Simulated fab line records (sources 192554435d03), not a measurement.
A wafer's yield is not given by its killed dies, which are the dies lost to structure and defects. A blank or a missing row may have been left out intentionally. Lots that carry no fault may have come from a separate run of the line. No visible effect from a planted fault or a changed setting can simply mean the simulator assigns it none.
Code-filled problem report in 8D (eight disciplines) form / flow n5Finfet / the parts of the form that need people (team, actions taken, sign-off) are left out

## 1. THE PROBLEM
exposureDoseMJCm2 at N5_BEOL_M13_EXPOSE_07 reads a mean of 25.983 on 9 wafers of 3 lots; wafers without a fault read 24.783 with a standard deviation of 0.024. Relative to the usual mean, that is a shift of +50 standard deviations.
The step: exposes mask V12.
Seen first at day 13 13:35 on krfScanner-02, wafer L266.4. The record holds 30 wafers of 10 lots with a number at this step. By rule, "out" or "out of limits" means more than 4 standard deviations away from the usual mean. Any other wafer with a number is counted as sound.

## 2. WHAT IT IS AND WHAT IT IS NOT
question=which readings at this step | is=exposureDoseMJCm2 | is not=-
question=which lots | is=L266, L267, L269 | is not=L258, L262, L270, L271, L272, L274, L277
question=which wafers of those lots | is=all that have a number | is not=-
question=read on which tools | is=krfScanner-02 | is not=krfScanner-01
question=when | is=from day 13 13:35 | is not=up to then (6 sound wafers); but 15 sound wafers of L270, L271, L272, L274, L277 came after

## 3. SUSPECTS, AND WHAT RULES EACH OUT
Counting: any tool at a process step up to the reading is kept as a suspect provided that every lot that is out went through it and no sound lot did after the first of them.
- krfScanner-02 at N5_BEOL_M13_EXPOSE_07 (exposes mask V12): kept. Every lot that is out went through it, starting with L266 (day 13 13:35), and after that it ran no sound lot; the last sound lot it ran before then is L262 (day 11 23:38). Out on those wafers are its own readings of exposureDoseMJCm2.
Left after counting: krfScanner-02 at N5_BEOL_M13_EXPOSE_07.

## 4. THE CAUSE (what the simulator had put in)
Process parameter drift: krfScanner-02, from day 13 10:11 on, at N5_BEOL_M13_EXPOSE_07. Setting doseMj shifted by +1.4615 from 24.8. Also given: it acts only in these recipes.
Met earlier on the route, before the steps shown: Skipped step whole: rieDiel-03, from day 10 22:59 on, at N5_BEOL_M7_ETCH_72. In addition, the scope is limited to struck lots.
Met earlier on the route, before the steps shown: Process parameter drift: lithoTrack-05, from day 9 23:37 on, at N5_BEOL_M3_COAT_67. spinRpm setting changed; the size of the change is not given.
This tool alone remained once counting was done.

## 5. THE CHAIN OF EFFECTS, in route order
Each row: a reading where the mean over the struck wafers with a number is more than 3 standard deviations away from the usual. Readings are gone through only where the record gives a usual standard deviation; hours: the median, over the lots, of the time from a lot's start at the first step in this table giving one to that lot's start at this step; sigmas: the change measured in usual standard deviations.
hours=0; step=N5_BEOL_M13_EXPOSE_07; reading=exposureDoseMJCm2; usual=24.783; on struck wafers=25.983; change=+1.200; sigmas=+50
hours=0; step=N5_BEOL_M13_CD_MEAS_10; reading=cdNm; usual=189.9 nm; on struck wafers=194.3; change=+4.4; sigmas=+3.1
Here are the process steps it includes:
- N5_BEOL_M13_EXPOSE_07: exposes mask V12.
Later measuring or inspecting steps at which every struck wafer that the step has a row for has a number for every such reading, and none has moved that far: N5_BEOL_M13_CD_MEAS_17.

## 6. HOW IT WOULD HAVE BEEN CAUGHT EARLIER
In this record no reading fell out of limits until day 13 13:35, 3 hours after the fault had begun at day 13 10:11.
